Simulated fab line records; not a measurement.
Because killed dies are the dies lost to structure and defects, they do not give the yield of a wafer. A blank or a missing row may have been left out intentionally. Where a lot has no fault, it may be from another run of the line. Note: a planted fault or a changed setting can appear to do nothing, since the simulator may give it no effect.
Split-lot trial	flow n5-finfet	21 wafers read across 7 lots, on a route 1938 steps long

== THE SPLIT ==
At N5_BEOL_M6_HM_DEP_02 (deposits TiN, target thk 20 nm), the setting target-thk-a was moved away from the recipe's 200 angstrom on 5 of the 21 wafers read, by -12.7% to +12.2%. For the rest of the wafers, this setting stayed at what the recipe calls for.

== FROM THE SPLIT TO THE READING: what the file shows between them, 8 steps ==
- N5_BEOL_M6_COAT_59: time 60 s, resist thk 100 nm
- N5_BEOL_M6_COAT_60: time 60 s, resist thk 35 nm
- N5_BEOL_M6_STRIP_68: strips in N2/H2
- N5_BEOL_M6_STRIP_67: strips in CF4
- N5_BEOL_M6_HM_OPEN_17: chemistry Cl2/BCl3, target TiN, target depth 20 nm, overetch 6 nm
- N5_BEOL_M6_STRIP_19: strips in O2
- N5_BEOL_M6_STRIP_76: strips in C4F6/O2
- N5_BEOL_M6_STRIP_36: strips in N2/H2

== THE READING ==
TiN_of_BEOL_M6_HM_DEP_02.thk-nm (the simulator's own value, which no gauge read), in nm, at N5_BEOL_M6_TRENCH_ETCH_37 (etches SiCOH lowk in C4F6/O2, target depth 94.435 nm, time 31.5 s). The file gives no usual value for it. The 16 wafers here that ran the recipe average 17.4 nm, standard deviation 0.25 nm.

wafer	tool, chamber at the split	target-thk-a as run, angstrom	against the recipe	TiN_of_BEOL_M6_HM_DEP_02.thk-nm, nm	against lot-mates on the recipe
L076.4	pvd-sputter-03, -	200	recipe	17.4	-
L076.6	pvd-sputter-03, -	200	recipe	17.4	-
L076.5	pvd-sputter-03, -	200	recipe	17.6	-
L077.1	pvd-sputter-02, -	200	recipe	17.4	-
L077.2	pvd-sputter-02, -	200	recipe	17.4	-
L077.6	pvd-sputter-02, -	200	recipe	17.4	-
L084.1	pvd-sputter-01, -	200	recipe	17.8	-
L084.2	pvd-sputter-01, -	200	recipe	17.6	-
L084.3	pvd-sputter-01, -	184	-8.0%	16	-1.7
L085.3	pvd-sputter-01, -	200	recipe	17	-
L085.5	pvd-sputter-01, -	200	recipe	17.6	-
L085.6	pvd-sputter-01, -	208.1	+4.0%	17.8	+0.5
L090.1	pvd-sputter-03, -	224.3	+12.2%	19.8	+2.1
L090.2	pvd-sputter-03, -	200	recipe	17.6	-
L090.4	pvd-sputter-03, -	200	recipe	17.8	-
L093.3	pvd-sputter-03, -	200	recipe	17.2	-
L093.5	pvd-sputter-03, -	200	recipe	17	-
L093.6	pvd-sputter-03, -	174.7	-12.7%	14.6	-2.5
L097.1	pvd-sputter-01, -	200	recipe	17.2	-
L097.2	pvd-sputter-01, -	200	recipe	17.8	-
L097.5	pvd-sputter-01, -	184.3	-7.8%	15.6	-1.9

THE FIT
A straight line over all 21 wafers: TiN_of_BEOL_M6_HM_DEP_02.thk-nm changes by +0.204 nm for each +1% of target-thk-a; r = +0.96; the points scatter about the line by 0.27 nm.
The same after taking each lot's own level away (the mean of its wafers on the recipe; 21 wafers): +0.194 nm for each +1%; r = +0.98; scatter 0.19 nm.
According to that fit, moving target-thk-a by its largest amount changes the reading by 2.4 nm.
Across the lots, their own levels run from 17.10 to 17.70 nm, a range of 2.4 times the standard deviation given above.
Consequently the slope shifts little with the lot-to-lot level, the two slopes agreeing.
Check: with one of the wafers moved furthest among these (-12.7%) left out of the fit, the line predicts -2.5 nm for it against its lot-mates. Against them it came out at -2.5 nm.

== THE WHOLE CHAIN: every reading that the file lists as answering this split, in the file's order ==
step	what it does	reading	change (the file's fit)	r (the file's)
N5_BEOL_M6_HM_DEP_02	deposits TiN, target thk 20 nm	TiN_of_BEOL_M6_HM_DEP_02.thk-nm (the simulator's own value, which no gauge read)	+0.189 nm for each +1% of the setting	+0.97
N5_BEOL_M6_HM_OPEN_17	chemistry Cl2/BCl3, target TiN, target depth 20 nm, overetch 6 nm	etch.depth-nm (the simulator's own value, which no gauge read)	+0.192 nm for each +1% of the setting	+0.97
N5_BEOL_M6_TRENCH_ETCH_37	etches SiCOH lowk in C4F6/O2, target depth 94.435 nm, time 31.5 s	TiN_of_BEOL_M6_HM_DEP_02.thk-nm (the simulator's own value, which no gauge read)	+0.195 nm for each +1% of the setting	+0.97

== FILE'S OWN FIT ==
TiN_of_BEOL_M6_HM_DEP_02.thk-nm changes by +0.195 nm for each +1% of target-thk-a, r = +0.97.
